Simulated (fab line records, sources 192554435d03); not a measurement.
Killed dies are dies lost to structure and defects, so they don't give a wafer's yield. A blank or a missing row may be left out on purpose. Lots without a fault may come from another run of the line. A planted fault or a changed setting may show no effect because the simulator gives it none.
Chamber matching | flow n5_finfet | N5_PMOS_HMC_CHANNEL_EPI_HM_OPEN_15 on rie_diel-06: 4 sister chambers
The step chemistry CHF3/O2, target SiO2, target depth 40.6 nm, time 20.3 s. 18 wafers are shown with their chamber, then 9 later ones without.

WAFERS WITH THEIR CHAMBER
wafer  | chamber | drypump_motor_current_A (A) | rf_vpp_V (V) | showerhead_plenum_p_Torr (Torr)
L074.3 | 0       | 6.1                         | 501          | 2.47
L074.4 | 3       | 6.8                         | 544          | 2.28
L074.5 | 2       | 4.9                         | 511          | 2.40
L075.2 | 0       | 6.1                         | 502          | 2.47
L075.3 | 2       | 4.9                         | 512          | 2.40
L075.5 | 2       | 4.9                         | 509          | 2.40
L076.3 | 1       | 5.9                         | 533          | 2.37
L076.5 | 0       | 6.1                         | 501          | 2.46
L076.6 | 3       | 6.8                         | 544          | 2.28
L082.2 | 3       | 6.8                         | 543          | 2.27
L082.3 | 0       | 6.1                         | 501          | 2.46
L082.5 | 0       | 6.1                         | 501          | 2.46
L084.2 | 0       | 6.1                         | 500          | 2.46
L084.3 | 3       | 6.8                         | 544          | 2.27
L084.4 | 2       | 4.9                         | 511          | 2.39
L085.3 | 3       | 6.8                         | 544          | 2.27
L085.5 | 2       | 4.9                         | 511          | 2.39
L085.6 | 1       | 6.0                         | 532          | 2.36

SIGNATURES (means of the wafers above)
reading                  | chamber 0 | chamber 1 | chamber 2 | chamber 3 | scatter within a chamber
drypump_motor_current_A  | 6.100     | 5.950     | 4.900     | 6.800     | 0.0189
rf_vpp_V                 | 501.00    | 532.50    | 510.80    | 543.80    | 0.761
showerhead_plenum_p_Torr | 2.4633    | 2.3650    | 2.3960    | 2.2740    | 0.0055
Rule: a wafer's distance from a chamber is the root of the sum, over the readings, of the square of ((its reading less the chamber's mean) divided by the reading's scatter). The wafer belongs to the nearest chamber; if the next one is less than 2 further off, it can't be placed. The scatter: the root of (the sum of the squares of (reading less its chamber's mean) over the shown wafers, divided by (wafers less chambers)).

WAFERS WITHOUT THEIR CHAMBER
wafer  | drypump_motor_current_A (A) | rf_vpp_V (V) | showerhead_plenum_p_Torr (Torr)
L086.4 | 4.9                         | 511          | 2.39
L086.5 | 4.9                         | 511          | 2.39
L086.6 | 6.8                         | 544          | 2.27
L087.2 | 6.8                         | 543          | 2.27
L087.3 | 6.1                         | 500          | 2.46
L087.5 | 6.1                         | 501          | 2.46
L096.2 | 6.8                         | 542          | 2.26
L096.3 | 4.9                         | 509          | 2.38
L096.6 | 4.9                         | 510          | 2.38

WHICH CHAMBER EACH WENT THROUGH
wafer  | from the rows above | in truth
L086.4 | 2                   | 2
L086.5 | 2                   | 2
L086.6 | 3                   | 3
L087.2 | 3                   | 3
L087.3 | 0                   | 0
L087.5 | 0                   | 0
L096.2 | 3                   | 3
L096.3 | 2                   | 2
L096.6 | 2                   | 2
Placed correctly: 9 of 9. Can't be placed from these rows: 0. Placed wrongly: 0.
